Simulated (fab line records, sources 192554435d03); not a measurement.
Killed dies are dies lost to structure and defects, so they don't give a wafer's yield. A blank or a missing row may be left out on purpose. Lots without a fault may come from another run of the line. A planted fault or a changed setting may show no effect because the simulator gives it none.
fab line records | flow n5_finfet | part 1 of 2: steps 1 to 4 of 6
record lots=24 wafers=72 last_day=18
route steps=1938 shown BEOL_M7@1296 BEOL_M8@1345
lots that met no fault: from a run of the same line without faults
start_h: hours from the record's first day to the start of the lot's first wafer shown | wait_h: hours since the lot's step before | " the same as in the row above | L1.1+2: a row that stands for several wafers | - no value, or no start given | * or withheld: withheld | < > ~ a bound
route shown NAME@n: a module of which the file shows steps, and the number in the route of the first | usual: mean/standard deviation of fault-free wafers | same: alike in all rows | chamber/n: place in a boat | sites: the reading at each site | _std_site: their standard deviation | _edge_site: outer sites' mean less inner sites' | radius_mm: how far each site lies from the wafer's centre | mask NAME#n: copy n | behind: the tool/chamber that last shaped the wafer | hold: why the lot was held/for how many hours/how that ended | device: the transistor (n, p or np) that didn't switch | end of line: the same wafers' tests at the end of the route | a step without rows: its recipe alone | killed: dies lost to structure and defects at the first sort, not the wafer's yield | map: a wafer's dies, x killed, . not, _ none there
set.NAME: the setting as run; set.NAME@STEP: as run at that earlier step | model.NAME: the simulator's own value behind a step, which no gauge read
steps of the route over a sample of lots; a table a step, a row a wafer
services: from which hour (start_h, from the record's first day; less than 0 if before it) a tool's chamber was out of use, for how many hours, and why
## steps
# step N5_BEOL_M7_CD_MEAS_28
# recipe target_cd_nm=40 landing_energy_ev=500 detector=se_inlens
# usual cd_nm=39.96/0.24
# columns lot.wafer tool chamber start_h wait_h cd_nm
L074.2 cd_sem-01 0 190.83 - 39.55
L074.3 " 0 " " 39.93
L074.4 " 0 " " 39.98
L075.2 cd_sem-03 0 195.12 - 40.29
L075.4 " 0 " " 40.49
L075.5 " 0 " " 39.85
L076.1 cd_sem-02 0 199.89 - 40.04
L076.3 " 0 " " 39.96
L076.4 " 0 " " 39.92
L078.1 cd_sem-02 0 203.12 - 39.99
L078.3 " 0 " " 40.57
L078.6 " 0 " " 39.71
L077.1 cd_sem-03 0 205.88 - 39.99
L077.4 " 0 " " 40.30
L077.6 " 0 " " 39.88
L079.1 cd_sem-03 0 212.93 - 40.01
L079.3 " 0 " " 40.26
L079.5 " 0 " " 40.04
L080.1 cd_sem-02 0 221.01 - 39.77
L080.2 " 0 " " 39.72
L080.4 " 0 " " 40.41
L081.1 cd_sem-01 0 234.65 - 39.61
L081.2 " 0 " " 39.76
L081.3 " 0 " " 39.53
L082.1 cd_sem-02 0 243.00 - 40.02
L082.2 " 0 " " 39.94
L082.6 " 0 " " 39.96
L083.1 cd_sem-03 0 259.37 - 39.77
L083.2 " 0 " " 40.03
L083.4 " 0 " " 39.78
L085.2 cd_sem-02 0 266.84 - 39.91
L085.3 " 0 " " 39.82
L085.6 " 0 " " 39.91
L084.1 cd_sem-03 0 267.12 - 39.90
L084.3 " 0 " " 39.88
L084.6 " 0 " " 40.02
L086.2 cd_sem-03 0 271.45 - 39.86
L086.3 " 0 " " 39.75
L086.4 " 0 " " 39.99
L088.1 cd_sem-02 0 273.09 - 39.95
L088.2 " 0 " " 40.25
L088.5 " 0 " " 40.00
L087.2 cd_sem-03 0 277.76 - 39.97
L087.4 " 0 " " 40.25
L087.6 " 0 " " 40.08
L089.1 cd_sem-01 0 277.80 - 40.31
L089.5 " 0 " " 40.04
L089.6 " 0 " " 40.02
L090.1 cd_sem-01 0 280.07 - 40.74
L090.3 " 0 " " 39.77
L090.5 " 0 " " 39.97
L091.2 cd_sem-03 0 302.80 - 39.85
L091.3 " 0 " " 40.08
L091.4 " 0 " " 40.17
L094.2 cd_sem-03 0 307.05 - 39.80
L094.5 " 0 " " 39.45
L094.6 " 0 " " 39.71
L092.1 cd_sem-01 0 307.20 - 39.80
L092.2 " 0 " " 39.80
L092.5 " 0 " " 39.93
L093.2 cd_sem-03 0 310.88 - 39.94
L093.4 " 0 " " 40.13
L093.6 " 0 " " 39.83
L096.1 cd_sem-01 0 330.79 - 40.12
L096.2 " 0 " " 39.87
L096.3 " 0 " " 39.79
L095.1 cd_sem-01 0 331.07 - 39.88
L095.3 " 0 " " 40.36
L095.4 " 0 " " 39.57
L097.1 cd_sem-01 0 331.41 - 39.78
L097.4 " 0 " " 39.65
L097.5 " 0 " " 40.34
# step N5_BEOL_M7_ETCH_65
# recipe chemistry=CF4 target=SiARC target_depth_a=156 mask_material=CAR-EUV time_s=26 ion_energy_ev=80 pressure_mtorr=40 source_w=545 bias_w=36 Ar_flow_sccm=100 cf4_flow_sccm=100 ends=cleared
# usual drypump_motor_current_A=5.7/0.54 etch_rf_on_time_s=26.0/0.67 oes_product_au=0.67/0.079 rf_vpp_V=184.6/1.2 showerhead_plenum_p_Torr=2.18/0.077 throttle_valve_pct=15.66/0.24
# columns lot.wafer tool chamber start_h wait_h drypump_motor_current_A etch_rf_on_time_s oes_product_au rf_hours_counter_h rf_vpp_V showerhead_plenum_p_Torr throttle_valve_pct
L074.2 rie_diel-02 1 191.10 0.0 5.7 25.1 0.87 2 184.1 2.26 15.60
L074.3 " 3 " " 5.5 25.9 0.63 155 185.2 2.23 15.84
L074.4 " 2 " " 5.0 26.5 0.80 8 186.4 2.29 15.26
L075.2 rie_diel-06 3 195.62 0.0 6.5 26.7 0.62 159 184.8 2.22 15.49
L075.4 " 1 " " 6.6 25.9 0.74 41 185.8 2.26 15.26
L075.5 " 3 " " 6.5 26.7 0.63 - 185.2 2.22 15.49
L076.1 rie_diel-02 0 200.06 0.0 5.2 26.5 0.62 161 184.6 2.22 15.98
L076.3 " 3 " " 5.5 26.1 0.63 157 184.3 2.23 15.85
L076.4 " 1 " " 5.7 25.4 0.85 4 186.1 2.26 15.59
L078.1 rie_diel-05 3 203.52 0.0 5.6 26.0 0.62 172 185.7 2.23 15.48
L078.3 " 0 " " 6.1 25.2 0.62 225 182.4 2.03 15.89
L078.6 " 2 " " 5.0 25.8 0.62 - 185.3 2.20 15.99
L077.1 rie_diel-02 1 206.05 0.0 5.7 25.1 0.85 6 186.2 2.26 15.62
L077.4 " 2 " " 5.0 26.4 0.80 12 185.5 2.28 15.28
L077.6 " 1 " " 5.7 25.4 0.85 - 185.6 2.26 15.63
L079.1 rie_diel-05 1 213.10 0.0 5.7 25.9 0.72 58 183.9 2.17 15.57
L079.3 " 2 " " 5.0 25.9 0.61 201 185.9 2.20 16.00
L079.5 " 2 " " 5.0 26.0 0.61 - 184.8 2.20 16.01
L080.1 rie_diel-05 3 221.95 0.0 5.6 26.4 0.61 177 185.4 2.22 15.48
L080.2 " 1 " " 5.7 26.2 0.72 61 184.8 2.17 15.58
L080.4 " 0 " " 6.1 25.1 0.62 231 182.2 2.03 15.87
L081.1 rie_diel-06 0 234.83 0.0 5.1 25.9 0.63 172 183.3 2.04 15.67
L081.2 " 3 " " 6.5 26.6 0.62 172 185.1 2.22 15.50
L081.3 " 1 " " 6.6 26.2 0.72 54 185.0 2.26 15.28
L082.1 rie_diel-06 0 243.34 0.0 5.2 25.9 0.62 174 184.2 2.04 15.67
L082.2 " 3 " " 6.5 26.9 0.62 174 185.2 2.22 15.53
L082.6 " 0 " " 5.1 25.9 0.62 - 182.3 2.04 15.66
L083.1 rie_diel-06 1 259.55 0.0 6.6 26.7 0.70 61 185.4 2.25 15.30
L083.2 " 0 " " 5.1 26.1 0.61 179 183.6 2.04 15.68
L083.4 " 2 " " 5.9 25.1 0.79 10 183.6 2.11 15.53
L085.2 rie_diel-02 3 267.02 0.0 5.5 25.9 0.62 176 183.5 2.22 15.89
L085.3 " 2 " " 5.0 25.9 0.77 26 185.4 2.28 15.29
L085.6 " 0 " " 5.2 26.0 0.62 - 184.4 2.21 16.04
L084.1 rie_diel-02 0 267.41 0.0 5.2 26.5 0.61 182 183.3 2.21 16.03
L084.3 " 3 " " 5.5 26.0 0.62 176 184.9 2.22 15.87
L084.6 " 0 " " 5.2 26.3 0.61 - 183.9 2.21 16.04
L086.2 rie_diel-05 1 271.73 0.0 5.7 26.4 0.70 73 184.8 2.16 15.60
L086.3 " 0 " " 6.1 25.3 0.60 244 181.1 2.02 15.93
L086.4 " 3 " " 5.6 26.7 0.60 191 183.3 2.22 15.51
L088.1 rie_diel-02 0 273.26 0.0 5.2 26.1 0.61 183 182.8 2.21 16.04
L088.2 " 2 " " 5.0 26.4 0.76 28 187.2 2.28 15.29
L088.5 " 1 " " 5.6 25.2 0.80 - 185.5 2.25 15.65
L087.2 rie_diel-06 3 277.93 0.0 6.5 27.2 0.60 185 185.4 2.21 15.55
L087.4 " 1 " " 6.6 26.4 0.70 66 186.3 2.25 15.31
L087.6 " 0 " " 5.1 25.9 0.61 - 184.2 2.04 15.68
L089.1 rie_diel-02 1 277.97 0.0 5.6 25.0 0.80 28 186.2 2.25 15.66
L089.5 " 0 " " 5.2 26.3 0.61 - 184.8 2.21 16.04
L089.6 " 3 " " 5.5 26.0 0.62 - 184.6 2.22 15.88
L090.1 rie_diel-05 0 280.49 0.0 6.2 24.9 0.62 247 182.3 2.02 15.93
L090.3 " 1 " " 5.7 26.3 0.70 76 184.7 2.16 15.59
L090.5 " 0 " " 6.2 25.1 0.61 - 184.4 2.02 15.91
L091.2 rie_diel-05 3 302.99 0.0 5.6 26.6 0.60 201 184.4 2.22 15.52
L091.3 " 2 " " 5.0 26.0 0.60 228 186.2 2.19 16.06
L091.4 " 2 " " 5.0 26.1 0.60 - 185.4 2.19 16.06
L094.2 rie_diel-05 3 307.22 0.0 5.6 26.5 0.60 202 185.0 2.21 15.52
L094.5 " 3 " " 5.6 26.6 0.60 - 185.3 2.21 15.52
L094.6 " 2 " " 5.0 26.1 0.60 - 186.1 2.19 16.04
L092.1 rie_diel-06 0 307.63 0.0 5.1 26.0 0.61 193 182.7 2.03 15.71
L092.2 " 2 " " 5.9 24.9 0.77 22 182.9 2.10 15.54
L092.5 " 2 " " 5.9 24.8 0.78 - 184.2 2.10 15.54
L093.2 rie_diel-06 1 311.05 0.0 6.6 26.6 0.69 75 186.1 2.25 15.32
L093.4 " 2 " " 5.9 25.2 0.77 23 184.7 2.10 15.56
L093.6 " 1 " " 6.6 26.8 0.70 - 185.9 2.25 15.33
L096.1 rie_diel-06 0 330.99 0.0 5.1 26.0 0.60 201 182.7 2.03 15.73
L096.2 " 1 " " 6.6 26.8 0.69 80 184.9 2.25 15.34
L096.3 " 3 " " 6.5 27.1 0.60 201 186.6 2.21 15.55
L095.1 rie_diel-06 1 331.39 0.0 6.6 26.2 0.70 80 186.4 2.25 15.34
L095.3 " 0 " " 5.1 26.0 0.61 201 182.7 2.03 15.72
L095.4 " 2 " " 5.9 24.8 0.76 29 182.8 2.10 15.57
L097.1 rie_diel-06 1 331.79 0.0 6.6 26.3 0.69 80 184.6 2.25 15.33
L097.4 " 3 " " 6.5 26.9 0.60 202 183.4 2.21 15.56
L097.5 " 2 " " 5.9 24.7 0.76 - 184.8 2.10 15.55
# step N5_BEOL_M7_RS_MEAS_57
# recipe thk_meas_gauge=four-point-probe reads=Cu_of_BEOL_M7_ECD_50+Co_of_BEOL_M7_CVD_78+TaN_of_BEOL_M7_ALD_77
# usual M7_RS=0.289/0.0097
# columns lot.wafer tool chamber start_h wait_h M7_RS[ohm/sq]
L074.2 film_metro-02 - 194.05 0.1 0.277
L074.3 " - " " 0.283
L074.4 " - " " 0.281
L075.2 film_metro-01 - 198.61 0.1 0.302
L075.4 " - " " 0.290
L075.5 " - " " 0.298
L076.1 film_metro-01 - 203.97 0.1 0.284
L076.3 " - " " 0.291
L076.4 " - " " 0.277
L078.1 film_metro-01 - 208.41 0.1 0.296
L078.3 " - " " 0.278
L078.6 " - " " 0.290
L077.1 film_metro-02 - 210.02 0.1 0.281
L077.4 " - " " 0.276
L077.6 " - " " 0.274
L079.1 film_metro-02 - 215.67 0.1 0.280
L079.3 " - " " 0.283
L079.5 " - " " 0.279
L080.1 film_metro-01 - 225.31 0.1 0.298
L080.2 " - " " 0.289
L080.4 " - " " 0.290
L081.1 film_metro-01 - 237.81 0.1 0.298
L081.2 " - " " 0.303
L081.3 " - " " 0.303
L082.1 film_metro-02 - 248.07 0.1 0.292
L082.2 " - " " 0.308
L082.6 " - " " 0.290
L083.1 film_metro-01 - 263.78 0.1 0.290
L083.2 " - " " 0.296
L083.4 " - " " 0.285
L085.2 film_metro-02 - 270.04 0.1 0.288
L085.3 " - " " 0.285
L085.6 " - " " 0.305
L084.1 film_metro-02 - 270.28 0.1 0.291
L084.3 " - " " 0.287
L084.6 " - " " 0.299
L086.2 film_metro-01 - 274.63 0.1 0.287
L086.3 " - " " 0.278
L086.4 " - " " 0.299
L088.1 film_metro-01 - 277.05 0.1 0.304
L088.2 " - " " 0.286
L088.5 " - " " 0.280
L087.2 film_metro-01 - 280.54 0.1 0.308
L087.4 " - " " 0.288
L087.6 " - " " 0.283
L089.1 film_metro-02 - 280.62 0.1 0.279
L089.5 " - " " 0.297
L089.6 " - " " 0.286
L090.1 film_metro-01 - 285.18 0.1 0.288
L090.3 " - " " 0.298
L090.5 " - " " 0.277
L091.2 film_metro-01 - 306.74 0.1 0.290
L091.3 " - " " 0.285
L091.4 " - " " 0.290
L094.2 film_metro-01 - 312.13 0.1 0.293
L094.5 " - " " 0.290
L094.6 " - " " 0.286
L092.1 film_metro-02 - 312.32 0.1 0.284
L092.2 " - " " 0.264
L092.5 " - " " 0.268
L093.2 film_metro-01 - 314.39 0.1 0.299
L093.4 " - " " 0.278
L093.6 " - " " 0.292
L096.1 film_metro-01 - 333.46 0.1 0.287
L096.2 " - " " 0.292
L096.3 " - " " 0.296
L095.1 film_metro-01 - 334.02 0.1 0.293
L095.3 " - " " 0.285
L095.4 " - " " 0.265
L097.1 film_metro-02 - 334.30 0.1 0.283
L097.4 " - " " 0.305
L097.5 " - " " 0.275
# step N5_BEOL_M8_CD_MEAS_11
# recipe target_cd_nm=38.5 landing_energy_ev=500 detector=se_inlens polarity=opening
# usual cd_nm=38.6/0.65
# columns lot.wafer tool chamber start_h wait_h cd_nm
L074.2 cd_sem-03 0 196.40 - 37.9
L074.3 " 0 " " 37.7
L074.4 " 0 " " 36.8
L075.2 cd_sem-02 0 200.69 - 39.0
L075.4 " 0 " " 38.9
L075.5 " 0 " " 38.4
L076.1 cd_sem-03 0 206.11 - 38.5
L076.3 " 0 " " 38.1
L076.4 " 0 " " 38.2
L078.1 cd_sem-03 0 211.32 - 38.3
L078.3 " 0 " " 38.6
L078.6 " 0 " " 38.6
L077.1 cd_sem-02 0 211.52 - 38.5
L077.4 " 0 " " 38.0
L077.6 " 0 " " 39.2
L079.1 cd_sem-02 0 217.80 - 38.5
L079.3 " 0 " " 38.9
L079.5 " 0 " " 38.9
L080.1 cd_sem-02 0 228.92 - 37.6
L080.2 " 0 " " 38.2
L080.4 " 0 " " 37.5
L081.1 cd_sem-01 0 239.15 - 39.1
L081.2 " 0 " " 38.9
L081.3 " 0 " " 39.5
L082.1 cd_sem-03 0 252.23 - 39.1
L082.2 " 0 " " 39.1
L082.6 " 0 " " 38.6
L083.1 cd_sem-01 0 265.29 - 37.3
L083.2 " 0 " " 38.1
L083.4 " 0 " " 37.0
L085.2 cd_sem-02 0 272.42 - 38.7
L085.3 " 0 " " 39.6
L085.6 " 0 " " 39.5
L084.1 cd_sem-02 0 272.67 - 39.6
L084.3 " 0 " " 38.7
L084.6 " 0 " " 38.9
L086.2 cd_sem-01 0 276.16 - 39.4
L086.3 " 0 " " 38.9
L086.4 " 0 " " 38.8
L088.1 cd_sem-02 0 278.98 - 37.1
L088.2 " 0 " " 37.8
L088.5 " 0 " " 38.3
L087.2 cd_sem-01 0 283.57 - 39.1
L087.4 " 0 " " 39.2
L087.6 " 0 " " 39.0
L089.1 cd_sem-03 0 283.73 - 39.4
L089.5 " 0 " " 39.0
L089.6 " 0 " " 38.2
L090.1 cd_sem-03 0 288.39 - 38.9
L090.3 " 0 " " 38.8
L090.5 " 0 " " 38.9
L091.2 cd_sem-03 0 308.70 - 38.3
L091.3 " 0 " " 39.2
L091.4 " 0 " " 38.8
L094.2 cd_sem-02 0 313.46 - 39.0
L094.5 " 0 " " 38.7
L094.6 " 0 " " 40.0
L092.1 cd_sem-03 0 314.27 - 37.7
L092.2 " 0 " " 39.1
L092.5 " 0 " " 38.8
L093.2 cd_sem-02 0 317.74 - 39.1
L093.4 " 0 " " 38.6
L093.6 " 0 " " 38.8
L096.1 cd_sem-03 0 334.89 - 38.9
L096.2 " 0 " " 39.2
L096.3 " 0 " " 38.9
L095.1 cd_sem-01 0 335.13 - 38.4
L095.3 " 0 " " 37.2
L095.4 " 0 " " 37.5
L097.1 cd_sem-02 0 337.23 - 39.2
L097.4 " 0 " " 39.2
L097.5 " 0 " " 39.1
